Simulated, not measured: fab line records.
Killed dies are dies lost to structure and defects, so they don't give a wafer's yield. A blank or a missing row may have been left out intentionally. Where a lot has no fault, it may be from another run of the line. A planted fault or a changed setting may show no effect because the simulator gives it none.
Chamber matching | flow n5 finfet | N5_BEOL_M5_STRIP_36 on rie diel-06 has 4 sister chambers
The step strips in N2/H2. 8 wafers are shown with their chamber, then 8 later ones without.

== WAFERS WITH THEIR CHAMBER ==
wafer  | chamber | showerhead plenum p Torr (Torr) | oes product au (a.u.)
L081.6 | 0       | 2.51                            | 0.72
L085.4 | 0       | 2.51                            | 0.73
L088.4 | 1       | 2.64                            | 0.71
L088.6 | 2       | 2.52                            | 0.70
L091.1 | 3       | 2.58                            | 0.87
L091.4 | 1       | 2.63                            | 0.71
L091.5 | 3       | 2.58                            | 0.87
L094.1 | 2       | 2.51                            | 0.69

== WAFERS MISSING THEIR CHAMBER ==
wafer  | showerhead plenum p Torr (Torr) | oes product au (a.u.)
L094.2 | 2.51                            | 0.70
L094.3 | 2.63                            | 0.70
L094.4 | 2.58                            | 0.85
L094.5 | 2.63                            | 0.71
L094.6 | 2.51                            | 0.68
L097.3 | 2.51                            | 0.68
L097.4 | 2.50                            | 0.69
L097.6 | 2.63                            | 0.69

== WHICH CHAMBER EACH ONE RAN IN ==
wafer  | from the rows above | in truth
L094.2 | 2                   | 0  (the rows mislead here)
L094.3 | 1                   | 1
L094.4 | 3                   | 3
L094.5 | 1                   | 1
L094.6 | 2                   | 2
L097.3 | 2                   | 2
L097.4 | 2                   | 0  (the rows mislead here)
L097.6 | 1                   | 1
Correctly placed: 6 of 8. From these rows, 0 cannot be placed. 2 placed wrongly.
How it was worked out, from the rows above alone: a wafer's distance from a chamber is the root of the sum, over the readings, of the square of ((its reading less the chamber's mean) divided by the reading's scatter). If the next closest chamber is less than 2 further off than the closest, the wafer can't be placed; otherwise it belongs to the closest. A chamber's mean is the mean of its shown wafers. The scatter: take each reading less its chamber's mean, square it, sum over the shown wafers, divide by the number of wafers less the number of chambers, and take the root.
